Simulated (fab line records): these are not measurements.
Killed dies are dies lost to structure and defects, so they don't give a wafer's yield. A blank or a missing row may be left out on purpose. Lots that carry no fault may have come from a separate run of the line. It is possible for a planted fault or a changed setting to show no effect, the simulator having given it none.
fab line records / flow n5Finfet
record lots=4 wafers=12 lastDay=18
route steps=1938 shown HKMG_FIN@433 BEOL_M4@1111 PASSIVATION@1936
lots with no fault: from the same line, run without faults
startH: hours from the record's first day to the start of the lot's first wafer shown / waitH: hours since the lot's step before / " the same as in the row above / L1.1+2: one row covering several wafers at once / - no value, or no start was given / * or withheld: withheld / < > ~ a bound
route shown NAME@n: NAME is a module with steps in the file, n the number in the route of the first one / usual: mean/standard deviation of fault-free wafers / same: alike in all rows / chamber/n: place in a boat / sites: per-site readings / _std_site: standard deviation of those values / _edge_site: mean of outer sites minus mean of inner sites / radiusMm: for every site, how far away it sits from the centre of the wafer / mask NAME#n: copy n / behind: the last tool/chamber to shape the wafer / hold: why the lot went on hold/how many hours it stayed there/how the hold came to an end / device: the n, p or np transistor that did not switch / end of line: the tests these same wafers got at the end of their route / where a step has no rows: the recipe by itself / killed: dies that structure and defects cost at the first sort, which is not the same as the wafer's yield / map: a wafer's dies, marking killed ones x, the rest . and places with no die _
set.NAME: setting as actually run; set.NAME@STEP: the setting as run at that earlier step / model.NAME: the simulator's own value behind a step, which no gauge read
a table for each step, a row for each wafer; lots at some steps of the route
services: from which hour (startH, from the record's first day; less than 0 if before it) a tool's chamber was out of use, for how many hours, and why
## steps
# step N5_HKMG_FIN_DESCUM_17
# recipe chemistry=O2 timeS=7.9 sourcePowerW=50 biasPowerW=20 pressureMtorr=20 rfFrequencyHz=2.712e+07 tempC=40 resist=CAR-ArF o2FlowSccm=225
# step N5_HKMG_FIN_ETCH_31
# recipe chemistry=CF4 target=SiARC targetDepthA=455 maskMaterial=CAR-ArF timeS=75.8 ionEnergyEv=80 pressureMtorr=40 sourceW=545 biasW=36 Ar_flow_sccm=100 cf4FlowSccm=100 ends=cleared
# step N5_HKMG_FIN_ETCH_32
# recipe chemistry=N2/H2 target=SOC targetDepthA=2400 tempC=40 timeS=300 ionEnergyEv=200 maskMaterial=SiARC pressureMtorr=30 sourceW=840 biasW=150 n2FlowSccm=200 h2FlowSccm=200
# step N5_HKMG_FIN_STRIP_33
# recipe chemistry=N2/H2 tempC=40 n2FlowSccm=200 h2FlowSccm=200 rfFrequencyHz=6e+07
# step N5_HKMG_FIN_STRIP_34
# recipe chemistry=CF4 resist=SiARC powerW=300 biasPowerW=75 pressureMtorr=50 cf4FlowSccm=150 rfFrequencyHz=6e+07
# step N5_HKMG_FIN_ETCH_35
# recipe chemistry=N2/H2 target=SOC targetDepthA=2158 ionEnergyEv=65 biasW=5 sourceW=3000 timeS=243.4 pressureMtorr=30 n2FlowSccm=200 h2FlowSccm=200
# step N5_HKMG_FIN_STRIP_92
# recipe chemistry=N2/H2 material=SOC timeS=20 powerW=500 tempC=40 pressureMtorr=50 rfFrequencyHz=6e+07 biasPowerW=8 h2Frac=0.5 n2FlowSccm=300 h2FlowSccm=300
# step N5_HKMG_FIN_WET_ETCH_18
# recipe chemistry=SC1 target=TiN mix=1:1:5 tempC=* timeS=55 targetDepthNm=5.2 dry=ipaMarangoni rinseTimeS=30 rinseTempC=23
# step N5_HKMG_FIN_STRIP_19
# recipe chemistry=N2/H2 powerW=2500 tempC=300 h2Frac=0.65 timeS=360 pressureMtorr=withheld n2FlowSccm=1750 h2FlowSccm=3250
# step N5_HKMG_FIN_ALD_91
# recipe material=TiN targetThkA=10 tempC=400 aldPrecursorFamily=TiCl4 aldCoReactant=NH3 pulseTimeS=1 purgeTimeS=3 coReactantPurgeTimeS=2 coReactantPulseTimeS=2 aldCycles=47 pressureTorr=3
# step N5_HKMG_FIN_COAT_85
# recipe resist=SOC tempC=250 timeS=60 spinRpm=1500 resistThkNm=300
# usual spinSpeedRpm=1500.2/0.93
lot.wafer=L655.2 tool=lithoTrack-04 chamber=0 startH=122.45 waitH=0.2 spinSpeedRpm=1785.0 model.SOC_of_HKMG_FIN_COAT_85.thkNm=274.8
lot.wafer=L655.3 tool=lithoTrack-04 chamber=0 startH=122.45 waitH=0.2 spinSpeedRpm=1785.6 model.SOC_of_HKMG_FIN_COAT_85.thkNm=274.4
lot.wafer=L655.6 tool=lithoTrack-04 chamber=0 startH=122.45 waitH=0.2 spinSpeedRpm=1785.3 model.SOC_of_HKMG_FIN_COAT_85.thkNm=273.4
lot.wafer=L660.2 tool=lithoTrack-04 chamber=0 startH=150.97 waitH=0.2 spinSpeedRpm=1785.1 model.SOC_of_HKMG_FIN_COAT_85.thkNm=276.8
lot.wafer=L660.5 tool=lithoTrack-04 chamber=0 startH=150.97 waitH=0.2 spinSpeedRpm=1783.8 model.SOC_of_HKMG_FIN_COAT_85.thkNm=276.2
lot.wafer=L660.6 tool=lithoTrack-04 chamber=0 startH=150.97 waitH=0.2 spinSpeedRpm=1784.8 model.SOC_of_HKMG_FIN_COAT_85.thkNm=276.4
lot.wafer=L669.1 tool=lithoTrack-04 chamber=0 startH=202.46 waitH=0.2 spinSpeedRpm=1500.0 model.SOC_of_HKMG_FIN_COAT_85.thkNm=302.6
lot.wafer=L669.3 tool=lithoTrack-04 chamber=0 startH=202.46 waitH=0.2 spinSpeedRpm=1499.9 model.SOC_of_HKMG_FIN_COAT_85.thkNm=302.2
lot.wafer=L669.4 tool=lithoTrack-04 chamber=0 startH=202.46 waitH=0.2 spinSpeedRpm=1499.7 model.SOC_of_HKMG_FIN_COAT_85.thkNm=301.8
lot.wafer=L671.1 tool=lithoTrack-04 chamber=0 startH=214.27 waitH=0.2 spinSpeedRpm=1501.7 model.SOC_of_HKMG_FIN_COAT_85.thkNm=301
lot.wafer=L671.4 tool=lithoTrack-04 chamber=0 startH=214.27 waitH=0.2 spinSpeedRpm=1500.8 model.SOC_of_HKMG_FIN_COAT_85.thkNm=300
lot.wafer=L671.6 tool=lithoTrack-04 chamber=0 startH=214.27 waitH=0.2 spinSpeedRpm=1502.1 model.SOC_of_HKMG_FIN_COAT_85.thkNm=301.8
# step N5_HKMG_FIN_ETCH_86
# recipe chemistry=N2/H2 target=SOC targetDepthA=3932 stopOn=TiN ionEnergyEv=100 biasW=61 pressureMtorr=30 sourceW=850 n2FlowSccm=200 h2FlowSccm=200
# usual drypumpMotorCurrentA=5.7/0.31 h2FlowSccm=199.9/0.6 oesProductAu=0.80/0.088 rfVppV=241.0/1.2 showerheadPlenumPTorr=2.57/0.085 throttleValvePct=17.8/0.31
lot.wafer=L655.2 tool=rieDiel-03 chamber=2 startH=122.51 waitH=- drypumpMotorCurrentA=6.2 h2FlowSccm=199.7 oesProductAu=0.81 rfHoursCounterH=46 rfVppV=242.6 showerheadPlenumPTorr=2.69 throttleValvePct=18.1 model.TiN_of_HKMG_FIN_ALD_91.thkNm=0
lot.wafer=L655.3 tool=rieDiel-03 chamber=1 startH=122.51 waitH=- drypumpMotorCurrentA=6.0 h2FlowSccm=199.6 oesProductAu=0.94 rfHoursCounterH=3 rfVppV=240.8 showerheadPlenumPTorr=2.50 throttleValvePct=17.8 model.TiN_of_HKMG_FIN_ALD_91.thkNm=0
lot.wafer=L655.6 tool=rieDiel-03 chamber=3 startH=122.51 waitH=- drypumpMotorCurrentA=5.3 h2FlowSccm=200.2 oesProductAu=0.81 rfHoursCounterH=- rfVppV=242.3 showerheadPlenumPTorr=2.61 throttleValvePct=17.8 model.TiN_of_HKMG_FIN_ALD_91.thkNm=1
lot.wafer=L660.2 tool=rieDiel-05 chamber=2 startH=151.03 waitH=- drypumpMotorCurrentA=6.2 h2FlowSccm=200.1 oesProductAu=0.86 rfHoursCounterH=17 rfVppV=239.8 showerheadPlenumPTorr=2.56 throttleValvePct=17.2 model.TiN_of_HKMG_FIN_ALD_91.thkNm=0
lot.wafer=L660.5 tool=rieDiel-05 chamber=3 startH=151.03 waitH=- drypumpMotorCurrentA=5.8 h2FlowSccm=200.3 oesProductAu=0.73 rfHoursCounterH=- rfVppV=240.8 showerheadPlenumPTorr=2.55 throttleValvePct=18.2 model.TiN_of_HKMG_FIN_ALD_91.thkNm=1
lot.wafer=L660.6 tool=rieDiel-05 chamber=2 startH=151.03 waitH=- drypumpMotorCurrentA=6.2 h2FlowSccm=199.6 oesProductAu=0.87 rfHoursCounterH=- rfVppV=241.1 showerheadPlenumPTorr=2.56 throttleValvePct=17.2 model.TiN_of_HKMG_FIN_ALD_91.thkNm=0
lot.wafer=L669.1 tool=rieDiel-04 chamber=1 startH=202.53 waitH=- drypumpMotorCurrentA=6.0 h2FlowSccm=199.9 oesProductAu=0.70 rfHoursCounterH=195 rfVppV=238.0 showerheadPlenumPTorr=2.40 throttleValvePct=17.4 model.TiN_of_HKMG_FIN_ALD_91.thkNm=1
lot.wafer=L669.3 tool=rieDiel-04 chamber=3 startH=202.53 waitH=- drypumpMotorCurrentA=6.2 h2FlowSccm=200.1 oesProductAu=0.87 rfHoursCounterH=41 rfVppV=240.3 showerheadPlenumPTorr=2.46 throttleValvePct=17.6 model.TiN_of_HKMG_FIN_ALD_91.thkNm=1
lot.wafer=L669.4 tool=rieDiel-04 chamber=0 startH=202.53 waitH=- drypumpMotorCurrentA=5.4 h2FlowSccm=200.1 oesProductAu=0.69 rfHoursCounterH=205 rfVppV=239.7 showerheadPlenumPTorr=2.39 throttleValvePct=17.7 model.TiN_of_HKMG_FIN_ALD_91.thkNm=1
lot.wafer=L671.1 tool=rieDiel-05 chamber=0 startH=214.36 waitH=- drypumpMotorCurrentA=5.6 h2FlowSccm=199.6 oesProductAu=0.69 rfHoursCounterH=241 rfVppV=239.3 showerheadPlenumPTorr=2.50 throttleValvePct=17.7 model.TiN_of_HKMG_FIN_ALD_91.thkNm=1
lot.wafer=L671.4 tool=rieDiel-05 chamber=3 startH=214.36 waitH=- drypumpMotorCurrentA=5.8 h2FlowSccm=200.5 oesProductAu=0.75 rfHoursCounterH=- rfVppV=240.9 showerheadPlenumPTorr=2.54 throttleValvePct=18.3 model.TiN_of_HKMG_FIN_ALD_91.thkNm=1
lot.wafer=L671.6 tool=rieDiel-05 chamber=0 startH=214.36 waitH=- drypumpMotorCurrentA=5.6 h2FlowSccm=199.3 oesProductAu=0.69 rfHoursCounterH=- rfVppV=241.1 showerheadPlenumPTorr=2.50 throttleValvePct=17.7 model.TiN_of_HKMG_FIN_ALD_91.thkNm=1
# step N5_HKMG_FIN_STRIP_89
# recipe chemistry=N2/H2 material=SOC timeS=20 powerW=500 tempC=40 pressureMtorr=50 rfFrequencyHz=6e+07 biasPowerW=8 h2Frac=0.5 n2FlowSccm=300 h2FlowSccm=300
# step N5_BEOL_M4_RC_MEAS_101
# usual DIBL_N=36.2/2.4 DIBL_P=36.2/2.6 IOFF_N=0.16/0.045 IOFF_P=0.21/0.046 ION_N=674/17 ION_P=463/11 SS_N=71.5/0.77 SS_P=73.1/0.76 VT_N=250/3.9 VT_P=-250/3.9
lot.wafer=L660.2 tool=prober-01 chamber=0 startH=249.75 waitH=0.2 DIBL_N[mV/V]=35.9 DIBL_P[mV/V]=33.7 IOFF_N[nA/um]=0.15 IOFF_P[nA/um]=0.21 ION_N[uA/um]=681 ION_P[uA/um]=470 SS_N[mV/dec]=71.7 SS_P[mV/dec]=72.9 VT_N[mV]=251 VT_P[mV]=-249
lot.wafer=L660.5 tool=prober-01 chamber=0 startH=249.75 waitH=0.2 DIBL_N[mV/V]=33.7 DIBL_P[mV/V]=32.1 IOFF_N[nA/um]=0.13 IOFF_P[nA/um]=0.19 ION_N[uA/um]=679 ION_P[uA/um]=476 SS_N[mV/dec]=70.1 SS_P[mV/dec]=72.7 VT_N[mV]=251 VT_P[mV]=-248
lot.wafer=L660.6 tool=prober-01 chamber=0 startH=249.75 waitH=0.2 DIBL_N[mV/V]=38.7 DIBL_P[mV/V]=36.5 IOFF_N[nA/um]=0.21 IOFF_P[nA/um]=0.25 ION_N[uA/um]=693 ION_P[uA/um]=469 SS_N[mV/dec]=71.7 SS_P[mV/dec]=73.9 VT_N[mV]=245 VT_P[mV]=-242
lot.wafer=L669.1 tool=prober-01 chamber=0 startH=300.31 waitH=0.0 DIBL_N[mV/V]=39.0 DIBL_P[mV/V]=38.5 IOFF_N[nA/um]=0.21 IOFF_P[nA/um]=0.25 ION_N[uA/um]=685 ION_P[uA/um]=467 SS_N[mV/dec]=72.9 SS_P[mV/dec]=73.6 VT_N[mV]=247 VT_P[mV]=-248
lot.wafer=L669.3 tool=prober-01 chamber=0 startH=300.31 waitH=0.0 DIBL_N[mV/V]=35.5 DIBL_P[mV/V]=35.1 IOFF_N[nA/um]=0.13 IOFF_P[nA/um]=0.19 ION_N[uA/um]=651 ION_P[uA/um]=454 SS_N[mV/dec]=71.0 SS_P[mV/dec]=72.7 VT_N[mV]=254 VT_P[mV]=-248
lot.wafer=L669.4 tool=prober-01 chamber=0 startH=300.31 waitH=0.0 DIBL_N[mV/V]=34.2 DIBL_P[mV/V]=33.9 IOFF_N[nA/um]=0.11 IOFF_P[nA/um]=0.17 ION_N[uA/um]=667 ION_P[uA/um]=463 SS_N[mV/dec]=71.5 SS_P[mV/dec]=72.8 VT_N[mV]=256 VT_P[mV]=-252
lot.wafer=L655.2 tool=prober-01 chamber=0 startH=311.35 waitH=0.2 DIBL_N[mV/V]=37.9 DIBL_P[mV/V]=38.3 IOFF_N[nA/um]=0.17 IOFF_P[nA/um]=0.22 ION_N[uA/um]=674 ION_P[uA/um]=463 SS_N[mV/dec]=71.9 SS_P[mV/dec]=73.6 VT_N[mV]=248 VT_P[mV]=-248
lot.wafer=L655.3 tool=prober-01 chamber=0 startH=311.35 waitH=0.2 DIBL_N[mV/V]=34.8 DIBL_P[mV/V]=34.4 IOFF_N[nA/um]=0.12 IOFF_P[nA/um]=0.16 ION_N[uA/um]=671 ION_P[uA/um]=463 SS_N[mV/dec]=70.3 SS_P[mV/dec]=72.4 VT_N[mV]=254 VT_P[mV]=-253
lot.wafer=L655.6 tool=prober-01 chamber=0 startH=311.35 waitH=0.2 DIBL_N[mV/V]=36.2 DIBL_P[mV/V]=36.6 IOFF_N[nA/um]=0.15 IOFF_P[nA/um]=0.19 ION_N[uA/um]=679 ION_P[uA/um]=472 SS_N[mV/dec]=71.4 SS_P[mV/dec]=72.8 VT_N[mV]=250 VT_P[mV]=-252
lot.wafer=L671.1 tool=prober-01 chamber=0 startH=319.41 waitH=0.8 DIBL_N[mV/V]=38.5 DIBL_P[mV/V]=38.9 IOFF_N[nA/um]=0.22 IOFF_P[nA/um]=0.28 ION_N[uA/um]=699 ION_P[uA/um]=476 SS_N[mV/dec]=71.9 SS_P[mV/dec]=73.4 VT_N[mV]=246 VT_P[mV]=-245
lot.wafer=L671.4 tool=prober-01 chamber=0 startH=319.41 waitH=0.8 DIBL_N[mV/V]=34.5 DIBL_P[mV/V]=34.9 IOFF_N[nA/um]=0.16 IOFF_P[nA/um]=0.22 ION_N[uA/um]=698 ION_P[uA/um]=479 SS_N[mV/dec]=71.4 SS_P[mV/dec]=72.1 VT_N[mV]=247 VT_P[mV]=-247
lot.wafer=L671.6 tool=prober-01 chamber=0 startH=319.41 waitH=0.8 DIBL_N[mV/V]=37.4 DIBL_P[mV/V]=37.8 IOFF_N[nA/um]=0.19 IOFF_P[nA/um]=0.26 ION_N[uA/um]=679 ION_P[uA/um]=463 SS_N[mV/dec]=71.9 SS_P[mV/dec]=73.5 VT_N[mV]=248 VT_P[mV]=-245
# step N5_PASSIVATION_PROBE_49
# usual defectLimitedYield=91.2/1.4 killed_at_M0_to_M3=33/9.5 killed_at_M4_up=13/4.7 killedAtContacts=11/5.3 killedAtFrontEnd=42/12 killedAtOther=5/3.3 killedDies=104/17 killedOnRim=14/4 killedOpen=67/12 killedShort=33/7.7 sort_bin_5_function=5.1/0.94 sort_bin_6_memory=3.3/0.67 sortNPass=1074/24 sortYieldPct=91.1/2
# same grossDies=1180 killedAtBackSide=0 sort_bin_4_leakage[%]=0 sort_bin_8_speed[%]=0
lot.wafer=L660.2 tool=prober-02 chamber=- startH=370.64 waitH=0.1 defectLimitedYield[%]=89.6 killed_at_M0_to_M3=35 killed_at_M4_up=12 killedAtContacts=8 killedAtFrontEnd=67 killedAtOther=1 killedDies=123 killedOnRim=28 killedOpen=52 killedShort=40 sort_bin_5_function[%]=5.5 sort_bin_6_memory[%]=2.1 sortNPass=1057 sortYieldPct[%]=89.6
lot.wafer=L660.5 tool=prober-02 chamber=- startH=370.79 waitH=0.2 defectLimitedYield[%]=90.3 killed_at_M0_to_M3=32 killed_at_M4_up=15 killedAtContacts=11 killedAtFrontEnd=51 killedAtOther=5 killedDies=114 killedOnRim=16 killedOpen=73 killedShort=38 sort_bin_5_function[%]=6.0 sort_bin_6_memory[%]=3.2 sortNPass=1066 sortYieldPct[%]=90.3
lot.wafer=L660.6 tool=prober-02 chamber=- startH=370.84 waitH=0.3 defectLimitedYield[%]=90.0 killed_at_M0_to_M3=36 killed_at_M4_up=7 killedAtContacts=12 killedAtFrontEnd=62 killedAtOther=1 killedDies=118 killedOnRim=31 killedOpen=60 killedShort=26 sort_bin_5_function[%]=5.0 sort_bin_6_memory[%]=2.2 sortNPass=1062 sortYieldPct[%]=90.0
lot.wafer=L655.2 tool=prober-01 chamber=- startH=423.81 waitH=0.1 defectLimitedYield[%]=89.2 killed_at_M0_to_M3=36 killed_at_M4_up=12 killedAtContacts=23 killedAtFrontEnd=53 killedAtOther=4 killedDies=128 killedOnRim=30 killedOpen=61 killedShort=25 sort_bin_5_function[%]=5.4 sort_bin_6_memory[%]=2.4 sortNPass=1052 sortYieldPct[%]=89.2
lot.wafer=L655.3 tool=prober-01 chamber=- startH=423.86 waitH=0.1 defectLimitedYield[%]=85.7 killed_at_M0_to_M3=53 killed_at_M4_up=13 killedAtContacts=12 killedAtFrontEnd=88 killedAtOther=3 killedDies=169 killedOnRim=26 killedOpen=65 killedShort=32 sort_bin_5_function[%]=4.7 sort_bin_6_memory[%]=3.5 sortNPass=1011 sortYieldPct[%]=85.7
lot.wafer=L655.6 tool=prober-01 chamber=- startH=424.01 waitH=0.3 defectLimitedYield[%]=90.9 killed_at_M0_to_M3=45 killed_at_M4_up=17 killedAtContacts=12 killedAtFrontEnd=28 killedAtOther=5 killedDies=107 killedOnRim=6 killedOpen=67 killedShort=32 sort_bin_5_function[%]=5.3 sort_bin_6_memory[%]=3.7 sortNPass=1073 sortYieldPct[%]=90.9
# killed by level:class
L660.2 HKMG_FIN:areaEtch=28 FIN_SAQP:geometricParticle:short=11 BEOL_M0_SAQP:geometricParticle:short=11 FIN_SAQP:geometricParticle:open=8 GATE_CUT:geometricParticle:short=8 MOL_CONTACT_COAG:geometricParticle:open=8 BEOL_M1:geometricParticle:open=6 BEOL_M0_SAQP:geometricParticle:open=5
L660.5 FIN_SAQP:geometricParticle:open=16 FIN_SAQP:geometricParticle:short=11 BEOL_M0_SAQP:geometricParticle:open=10 MOL_CONTACT_COAG:geometricParticle:open=9 BEOL_M4:geometricParticle:open=9 BEOL_M0_SAQP:geometricParticle:short=8 BEOL_M3:geometricParticle:open=6 STARTING-WAFER:geometricParticle:open=5
L660.6 HKMG_FIN:areaEtch=28 FIN_SAQP:geometricParticle:open=16 BEOL_M3:geometricParticle:open=11 MOL_CONTACT_COAG:geometricParticle:open=9 FIN_SAQP:geometricParticle:short=8 BEOL_M0_SAQP:geometricParticle:short=8 BEOL_M0_SAQP:geometricParticle:open=4 DUMMY_GATE:geometricParticle:open=3
L655.2 HKMG_FIN:areaEtch=36 MOL_CONTACT_COAG:geometricParticle:open=16 BEOL_M3:geometricParticle:open=8 BEOL_M2:geometricParticle:open=7 BEOL_M1:geometricParticle:open=6 DUMMY_GATE:geometricParticle:open=5 BEOL_M4:geometricParticle:open=5 MOL_CONTACT_COAG:areaEtch=5
L655.3 HKMG_FIN:areaEtch=71 BEOL_M2:geometricParticle:open=15 BEOL_M1:geometricParticle:open=12 MOL_CONTACT_COAG:geometricParticle:open=8 BEOL_M0_SAQP:geometricParticle:short=8 BEOL_M0_SAQP:geometricParticle:open=6 BEOL_M3:geometricParticle:open=5 GATE_CUT:geometricParticle:open=4
L655.6 BEOL_M0_SAQP:geometricParticle:open=11 BEOL_M0_SAQP:geometricParticle:short=10 STI_FIN_REVEAL:geometricParticle:open=9 BEOL_M4:geometricParticle:open=9 MOL_CONTACT_COAG:geometricParticle:open=7 BEOL_M2:geometricParticle:open=7 BEOL_M3:geometricParticle:open=6 BEOL_M1:geometricParticle:open=5
# map L655.3 (x killed, . not)
_________________x..x.x......________________
______________...xx..x...x.....x_____________
___________xx.....xx......xxx.x.xx.__________
__________...x.....x.x..x....x...xx._________
________.........x...x.x.....x.xxx...x_______
_______.......x.x.........x...xx.....x.______
______......................x.......x..._____
_____.......x....xx...xx.x...x.x.x.......____
____xx....x...x..x...............x..xx....___
___......x...xx............x...x.....xxx...__
___.................x....xxx...x..xx.x.x..x__
__..............x........................xx._
__x.x..........x.........x.....x....x.x.x.x._
_..........x.x...x......x....x....x....x....x
_..x............................x..........xx
_..........x.....x.....x.....x.....x...x..xx.
_..x.....x...........x..........x............
_.................x.....x.....xx.x......x.x..
_..........x....x.........x.....x............
_......................x.............xx..x..x
_..x......x.......x.............x............
__x..x....................................x._
__....x....................................._
___..........x............x.........x......__
___...........x....x...................xx..__
____......x.........x.........x...........___
_____..............x..........x......x...____
______...............x.x....xx.........._____
_______...........x.x.......x..x.....x.______
________.....x.....x...........x.....x_______
__________........................x._________
___________....x.........x.x..x....__________
______________.................x_____________
_________________.....x......________________
# map L660.2 (x killed, . not)
_________________..x.......x.________________
______________x...x....x....xxx._____________
___________.............x.........x__________
__________.....x........x..........._________
________..x.x..x......................_______
_______........x.......x...............______
______......x..x.....................xxx_____
_____........x.......................xx..____
____..x.x................................x___
___.......x...........x..........x........x__
___x...x..x.x..........x........x..........__
__.x.............x......x...x..............._
__.x...x...............x...x..............x._
_x...........x.x......x...................x.x
_..........x......x..x....x.......x....x...x.
_.............................x..............
_..........x.......................x.......x.
_.......x..x.x...............x.............xx
_....x............x....................x.....
_.x.........x........xx.....................x
_..x....x..x...............x....x..x.....x...
__xx...............x........................_
__...............x..................xx......_
___x......x...x........x......x............__
___.........x...x..........................__
____......x.................x........xxxxx___
_____................................x...____
______.x.....xx........x................_____
_______.......x..x..x........x.........______
________x............................._______
__________..x.....x................x_________
___________.............x...x..x...__________
______________.................x_____________
_________________...x........________________
## services
tool=rieDiel-04 chamber=- startH=102.73 hours=1.1 kind=repair
tool=rieDiel-05 chamber=2 startH=126.24 hours=11.1 kind=repair
tool=rieDiel-03 chamber=0 startH=141.00 hours=- kind=clean
tool=rieDiel-03 chamber=0 startH=141.00 hours=- kind=consumableReplace:focusRing
tool=rieDiel-03 chamber=0 startH=141.00 hours=21.1 kind=scheduledDown
tool=rieDiel-03 chamber=0 startH=141.00 hours=21.1 kind=ventCycle
tool=rieDiel-03 chamber=3 startH=191.96 hours=1.7 kind=repair
tool=rieDiel-03 chamber=0 startH=210.20 hours=8.6 kind=repair
## key
firstSign step=N5_HKMG_FIN_COAT_85 reading=spinSpeedRpm direction=up sigmas=99+ usual=* struck=*
effect step=N5_PASSIVATION_PROBE_49 reading=killedOnRim direction=up sigmas=2.3 usual=14 struck=23 wafersMoved=4
modelEffect step=N5_HKMG_FIN_COAT_85 value=SOC_of_HKMG_FIN_COAT_85.thkNm without=300.4 struck=275.3
modelEffect step=N5_HKMG_FIN_ETCH_86 value=TiN_of_HKMG_FIN_ALD_91.thkNm without=1 struck=0
metAt N5_HKMG_FIN_COAT_85
struckWafers L655.2,L655.3,L655.6,L660.2,L660.5,L660.6
fault kind=processParameterDrift tool=lithoTrack-04 chamber=- onsetH=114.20 steps=N5_HKMG_FIN_COAT_85 channel=spinRpm offset=* shape=step endH=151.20 actsIn=* stated=*
